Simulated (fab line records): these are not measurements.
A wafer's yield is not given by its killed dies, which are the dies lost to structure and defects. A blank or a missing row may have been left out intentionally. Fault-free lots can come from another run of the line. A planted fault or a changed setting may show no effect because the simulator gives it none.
Chamber matching || flow n5 finfet || N5_HKMG_FIN_ALD_21 on ald metal-03 has 4 sister chambers
The step deposits TiN, target thk 1.5 nm, pulse time 1 s, purge time 3 s. 18 wafers are shown with their chamber, then 9 later ones without.

== WAFERS, EACH WITH ITS CHAMBER ==
{"wafer": "L075.2", "chamber": 0, "heater power w (W)": 952, "precursor pulse height rel": 0.963}
{"wafer": "L075.4", "chamber": 1, "heater power w (W)": 811, "precursor pulse height rel": 0.995}
{"wafer": "L075.6", "chamber": 3, "heater power w (W)": 790, "precursor pulse height rel": 0.996}
{"wafer": "L078.1", "chamber": 2, "heater power w (W)": 919, "precursor pulse height rel": 0.962}
{"wafer": "L078.2", "chamber": 0, "heater power w (W)": 952, "precursor pulse height rel": 1.008}
{"wafer": "L078.5", "chamber": 0, "heater power w (W)": 953, "precursor pulse height rel": 1.012}
{"wafer": "L081.2", "chamber": 3, "heater power w (W)": 783, "precursor pulse height rel": 0.998}
{"wafer": "L081.3", "chamber": 0, "heater power w (W)": 946, "precursor pulse height rel": 1.001}
{"wafer": "L081.4", "chamber": 3, "heater power w (W)": 779, "precursor pulse height rel": 0.984}
{"wafer": "L082.3", "chamber": 2, "heater power w (W)": 911, "precursor pulse height rel": 1.019}
{"wafer": "L082.4", "chamber": 0, "heater power w (W)": 909, "precursor pulse height rel": 1.000}
{"wafer": "L082.6", "chamber": 2, "heater power w (W)": 948, "precursor pulse height rel": 0.978}
{"wafer": "L087.1", "chamber": 1, "heater power w (W)": 830, "precursor pulse height rel": 1.017}
{"wafer": "L087.2", "chamber": 2, "heater power w (W)": 903, "precursor pulse height rel": 0.953}
{"wafer": "L087.5", "chamber": 1, "heater power w (W)": 814, "precursor pulse height rel": 0.999}
{"wafer": "L088.1", "chamber": 1, "heater power w (W)": 801, "precursor pulse height rel": 0.999}
{"wafer": "L088.5", "chamber": 2, "heater power w (W)": 932, "precursor pulse height rel": 0.954}
{"wafer": "L088.6", "chamber": 1, "heater power w (W)": 832, "precursor pulse height rel": 1.026}

SIGNATURES, as means of the wafers listed above
{"reading": "heater power w", "chamber 0": 942.40, "chamber 1": 817.60, "chamber 2": 922.60, "chamber 3": 784.00, "scatter within a chamber": 15.7}
{"reading": "precursor pulse height rel", "chamber 0": 0.99680, "chamber 1": 1.00720, "chamber 2": 0.97320, "chamber 3": 0.99267, "scatter within a chamber": 0.0196}
Rule: distance of a wafer from a chamber = root of the sum over the readings of ((wafer's reading minus chamber's mean) / reading's scatter) squared. The wafer belongs to the nearest chamber; if the next one is less than 2 further off, it can't be placed. The scatter: take each reading less its chamber's mean, square it, sum over the shown wafers, divide by the number of wafers less the number of chambers, and take the root.

== WAFERS WITH NO CHAMBER GIVEN ==
{"wafer": "L089.1", "heater power w (W)": 814, "precursor pulse height rel": 1.009}
{"wafer": "L089.2", "heater power w (W)": 910, "precursor pulse height rel": 0.957}
{"wafer": "L089.6", "heater power w (W)": 923, "precursor pulse height rel": 0.994}
{"wafer": "L091.1", "heater power w (W)": 830, "precursor pulse height rel": 1.003}
{"wafer": "L091.4", "heater power w (W)": 917, "precursor pulse height rel": 0.988}
{"wafer": "L091.5", "heater power w (W)": 915, "precursor pulse height rel": 0.980}
{"wafer": "L092.2", "heater power w (W)": 772, "precursor pulse height rel": 0.972}
{"wafer": "L092.3", "heater power w (W)": 934, "precursor pulse height rel": 1.003}
{"wafer": "L092.6", "heater power w (W)": 800, "precursor pulse height rel": 0.998}

== WHICH CHAMBER EACH ONE RAN IN ==
{"wafer": "L089.1", "from the rows above": "can't be placed: 1 or 3", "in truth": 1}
{"wafer": "L089.2", "from the rows above": "can't be placed: 2 or 0", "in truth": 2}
{"wafer": "L089.6", "from the rows above": "can't be placed: 2 or 0", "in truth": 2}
{"wafer": "L091.1", "from the rows above": 1, "in truth": 1}
{"wafer": "L091.4", "from the rows above": "can't be placed: 2 or 0", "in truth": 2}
{"wafer": "L091.5", "from the rows above": "can't be placed: 2 or 0", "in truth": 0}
{"wafer": "L092.2", "from the rows above": 3, "in truth": 3}
{"wafer": "L092.3", "from the rows above": "can't be placed: 0 or 2", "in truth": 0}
{"wafer": "L092.6", "from the rows above": "can't be placed: 3 or 1", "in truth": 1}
Placed correctly: 2 of 9. Unplaceable from these rows: 7, with the true chamber sitting among the candidates in 7. Number placed wrongly: 0.
